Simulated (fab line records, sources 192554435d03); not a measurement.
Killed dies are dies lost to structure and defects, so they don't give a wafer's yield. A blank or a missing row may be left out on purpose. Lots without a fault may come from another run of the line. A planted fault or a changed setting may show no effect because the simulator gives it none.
A struck lot beside a sound one | flow n5_finfet | 38 steps out of a route of 1938
Sound: wafers L330.3, L330.4, L330.6. Struck: wafers L317.4, L317.6. (L317.2 of the same lot was not struck and is left out.) The cause comes at the end.
At each step with rows: each side's tool, then ch and its chambers, then its first start. Under that, the readings that differ: sound wafers | struck wafers | difference of the means | sigmas: that difference in standard deviations of wafers without a fault.
alike: readings whose means differ by less than 2 such deviations, and words and numbers that are the same on both sides. not compared: withheld readings, readings that some wafer has no value for, bounds like >300 that may hide the same value, and numbers for which the record gives no deviation and whose values overlap.
The two part at a step that has a row with sigmas, a row that says differs or no value, or rows on one side only. Numbers that don't overlap but have no deviation are shown without sigmas and don't part them. A reading that every wafer of one side lacks parts them only if that side has two wafers or more.

first, 8 steps without rows for these wafers: N5_MOL_CONTACT_COAG_PRECLEAN_138 (cleans in alkaline clean, time 60 s); N5_MOL_CONTACT_COAG_SRD_139 (time 30 s); N5_MOL_CONTACT_COAG_PRE_CLEAN_121; N5_MOL_CONTACT_COAG_CVD_140 (deposits W, target thk 66.5 nm, time 215 s); N5_MOL_CONTACT_COAG_PRECLEAN_127 (cleans in DIW, time 57.5 s); N5_MOL_CONTACT_COAG_SRD_128 (dry time 32 s); N5_MOL_CONTACT_COAG_CMP_52 (polishes, stops on SiO2, t overpolish 1.5 s, target thk 66.5 nm); N5_MOL_CONTACT_COAG_ANNEAL_112 (time 1800 s).
N5_BEOL_M0_SAQP_PECVD_00: deposits SiCN from 3MS/NH3, target thk 8 nm, time 14 s.
  sound on pecvd-03 ch 1,2, day 9 23:34; struck on pecvd-03 ch 1,2, day 6 16:20
  reading                                         | sound     | struck  | difference | sigmas
  model.SiCN_of_BEOL_M0_SAQP_PECVD_00.thk_nm (nm) | 8.4 8 8.2 | 3.2 3.2 | -5.0       |
  alike: showerhead_plenum_p_Torr, throttle_valve_pct
then, 25 steps without rows for these wafers: N5_BEOL_M0_SAQP_ILD_DEP_01 (deposits SiOC from DEMS/O2, target thk 45.419 nm, time 8.7 s); N5_BEOL_M0_SAQP_HM_DEP_02 (deposits TiN, target thk 12 nm); N5_BEOL_M0_SAQP_PECVD_03 (deposits SiCN from 3MS/NH3, target thk 12 nm, time 21.1 s); N5_BEOL_M0_SAQP_PECVD_96 (deposits a-Si from SiH4/He, target thk 45 nm, time 45.2 s); N5_BEOL_M0_SAQP_PECVD_97 (deposits SiNx from SiH4/NH3/N2, target thk 23 nm, time 19.9 s); N5_BEOL_M0_SAQP_PECVD_04 (deposits a-Si from SiH4/He, target thk 60 nm, time 60.2 s); N5_BEOL_M0_SAQP_HM_DEP_111 (deposits SiO2 from SiH4/N2O, target thk 12 nm, time 7.2 s); N5_BEOL_M0_SAQP_COAT_81 (time 60 s, resist thk 100 nm); N5_BEOL_M0_SAQP_COAT_82 (time 60 s, resist thk 30 nm); N5_BEOL_M0_SAQP_COAT_08 (resist thk 90 nm); N5_BEOL_M0_SAQP_EBR_10; N5_BEOL_M0_SAQP_SOFTBAKE_09 (time 60 s); N5_BEOL_M0_SAQP_EXPOSE_11 (exposes mask M0 CORE, target cd 42 nm); N5_BEOL_M0_SAQP_PEB_12 (peb time 60 s); N5_BEOL_M0_SAQP_DEVELOP_13 (develop time 30 s); N5_BEOL_M0_SAQP_DESCUM_19 (chemistry O2, time 7.9 s); N5_BEOL_M0_SAQP_ETCH_83 (etches SiARC in CF4, target depth 39 nm, time 65 s); N5_BEOL_M0_SAQP_ETCH_84 (etches SOC in N2/H2, target depth 100 nm, overetch 20 nm, time 150 s); N5_BEOL_M0_SAQP_STRIP_80 (strips in N2/H2); N5_BEOL_M0_SAQP_HM_OPEN_112 (chemistry CHF3/O2, target SiO2, stops on a-Si, target depth 12 nm, time 13.5 s); N5_BEOL_M0_SAQP_STRIP_113 (strips in CHF3/O2); N5_BEOL_M0_SAQP_MANDREL_ETCH_20 (etches a-Si in HBr/Cl2, stops on SiNx, target depth 60 nm, bt time 10 s, time 30 s); N5_BEOL_M0_SAQP_STRIP_86 (strips in N2/H2); N5_BEOL_M0_SAQP_STRIP_115 (strips in post etch residue remover, time 60 s); N5_BEOL_M0_SAQP_SRD_93 (time 30 s).
N5_BEOL_M0_ETCH_109: etches SiCN in CH3F/O2, target depth 8 nm, overetch 2.4 nm, time 27.4 s.
  sound on rie_diel-03 ch 0,1, day 10 08:10; struck on rie_diel-01 ch 3, day 7 00:51
  reading                  | sound             | struck      | difference | sigmas
  oes_product_au (a.u.)    | 0.66 0.68 0.68    | 0.49 0.48   | -0.19      | -3
  model.etch.depth_nm (nm) | 8.315 7.986 8.171 | 3.202 3.163 | -4.975     |
  alike: CH3F_flow_sccm, drypump_motor_current_A, rf_vpp_V, showerhead_plenum_p_Torr, throttle_valve_pct
  not compared: rf_hours_counter_h
N5_BEOL_M0_RS_MEAS_126: measures by four-point-probe.
  sound on film_metro-01, day 10 10:50; struck on film_metro-01, day 7 03:23
  reading        | sound             | struck      | difference | sigmas
  M0_RS (ohm/sq) | 0.551 0.503 0.547 | 0.663 0.619 | +0.107     | +5
N5_BEOL_M4_RC_MEAS_101:
  sound on prober-02 ch 0, day 12 17:25; struck on prober-01 ch 0, day 8 20:48
  reading        | sound          | struck    | difference | sigmas
  IOFF_P (nA/um) | 0.16 0.16 0.16 | 0.20 0.30 | +0.09      | +2
  VT_P (mV)      | -256 -254 -255 | -250 -245 | +8         | +2
  alike: DIBL_N, DIBL_P, IOFF_N, ION_N, ION_P, SS_N, SS_P, VT_N
-- the record jumps here: 4 days lie between the struck wafers' starts before and after (it left off in module BEOL_M4 and takes up again in module PASSIVATION, whose first step shown is number 1936 of the route) --
N5_PASSIVATION_PROBE_49:
  sound on prober-02, day 17 07:53; struck on prober-02, day 13 06:34
  reading            | sound  | struck | difference | sigmas
  killed_at_contacts | 10 7 6 | 22 20  | +13        | +2
  alike: defect_limited_yield, killed_at_M0_to_M3, killed_at_M4_up, killed_at_front_end, killed_at_other, killed_dies, killed_open, killed_short, sort_bin_5_function, sort_bin_6_memory, sort_n_pass, sort_yield_pct

WHERE THEY PART
First at N5_BEOL_M0_ETCH_109; last, within this record, at N5_PASSIVATION_PROBE_49.

WHY: what the simulator had put in
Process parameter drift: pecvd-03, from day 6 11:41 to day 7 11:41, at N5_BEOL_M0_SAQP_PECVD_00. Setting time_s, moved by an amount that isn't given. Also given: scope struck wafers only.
